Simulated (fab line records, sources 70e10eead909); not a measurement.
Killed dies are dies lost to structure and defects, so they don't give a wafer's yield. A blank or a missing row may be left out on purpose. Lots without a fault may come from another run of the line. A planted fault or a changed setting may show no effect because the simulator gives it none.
Problem report in the 8D (eight disciplines) form, filled by code | flow nand_harc | the parts of the form that need people (team, actions taken, sign-off) are left out

1. THE PROBLEM
cd_nm at NHARC_A_M0_CD_MEAS_09 reads a mean of 42.5 nm on 6 wafers of 2 lots; wafers without a fault read 79.8 nm with a standard deviation of 0.84. That is -44 standard deviations from the usual mean.
The step: target cd 80 nm.
First seen on wafer L132.3, day 30 03:09, on cd_sem-03. The record holds 36 wafers of 12 lots with a number at this step. Rule for "out", or "out of limits": more than 4 standard deviations from the usual mean. The other wafers with a number count as sound.

2. WHAT IT IS AND WHAT IT IS NOT
question                    | is                     | is not
which readings at this step | cd_nm                  | -
which lots                  | L132, L137             | L117, L118, L119, L121, L122, L123, L126, L127, L131, L140
which wafers of those lots  | all that have a number | -
read on which gauges        | cd_sem-03              | cd_sem-01, cd_sem-02
when                        | from day 30 03:09      | up to then (27 sound wafers); but 3 sound wafers of L140 came after

3. SUSPECTS, AND WHAT RULES EACH OUT
Counting: a tool at a process step up to the reading stays a suspect if it ran every lot that is out and no sound lot after the first of them.
- the gauge at NHARC_A_M0_CD_MEAS_09: ruled out. All the wafers that are out were read on cd_sem-03, but those of them that NHARC_A_M0_EXPOSE_06 has rows for are out there too, on other tools.
- rie_diel-12 at NHARC_A_BLC_ETCH_17 (etches the open film in N2/H2, target depth 390 nm, time 609.38 s): kept. It ran every lot that is out, first L132 (day 30 03:01), and no sound lot after that; its last sound lot up to then is L127 (day 28 11:32). NHARC_A_BLC_ETCH_17 gives no start for some lots, so the hours and the order of its lots are those of NHARC_A_M0_EXPOSE_06.
- arfi_scanner-02 at NHARC_A_M0_EXPOSE_06 (exposes mask A M0, target cd 80 nm): kept. It ran every lot that is out, first L132 (day 30 03:01), and no sound lot after that; its last sound lot up to then is L121 (day 24 04:23). Its own readings are out on those wafers: exposure_dose_mJ_cm2.
Left after counting: rie_diel-12 at NHARC_A_BLC_ETCH_17, arfi_scanner-02 at NHARC_A_M0_EXPOSE_06.

4. THE CAUSE (what the simulator had put in)
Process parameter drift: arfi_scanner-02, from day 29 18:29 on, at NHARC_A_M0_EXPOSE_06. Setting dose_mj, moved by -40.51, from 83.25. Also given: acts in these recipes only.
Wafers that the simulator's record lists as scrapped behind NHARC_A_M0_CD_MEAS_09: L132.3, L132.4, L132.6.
Counting left 2 suspects, and this tool is among them.

5. THE CHAIN OF EFFECTS, in route order
Each row: a reading whose mean over the struck wafers that have a number lies more than 3 standard deviations from the usual. Only readings for which the record gives a usual standard deviation are gone through. hours: the time from each lot's start at the first step in this table that gives one to its start at this step, as a median over the lots. sigmas: the change in usual standard deviations.
hours | step                  | reading              | usual   | on struck wafers | change | sigmas
0     | NHARC_A_M0_EXPOSE_06  | exposure_dose_mJ_cm2 | 83.20   | 46.71            | -36.49 | -99 or more
0     | NHARC_A_M0_CD_MEAS_09 | cd_nm                | 79.8 nm | 42.5             | -37.3  | -44
4     | NHARC_A_M0_CD_MEAS_16 | cd_nm                | 79.8 nm | 46.7             | -33.1  | -33
The process steps in it:
- NHARC_A_M0_EXPOSE_06: exposes mask A M0, target cd 80 nm.

6. WHAT WOULD HAVE CAUGHT IT SOONER
In this record the first reading out of limits at a measuring or inspecting step was taken at day 30 03:09, 9 hours after the fault began at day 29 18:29.
The tool's own readings at NHARC_A_M0_EXPOSE_06 were out on every struck wafer that the step has a row for (exposure_dose_mJ_cm2): an alarm limit on them would have fired on the first of those.
Of the lots that are out (2), L137 began NHARC_A_M0_EXPOSE_06 on arfi_scanner-02 after day 30 03:09. A hold on the tool at that time would have spared it.
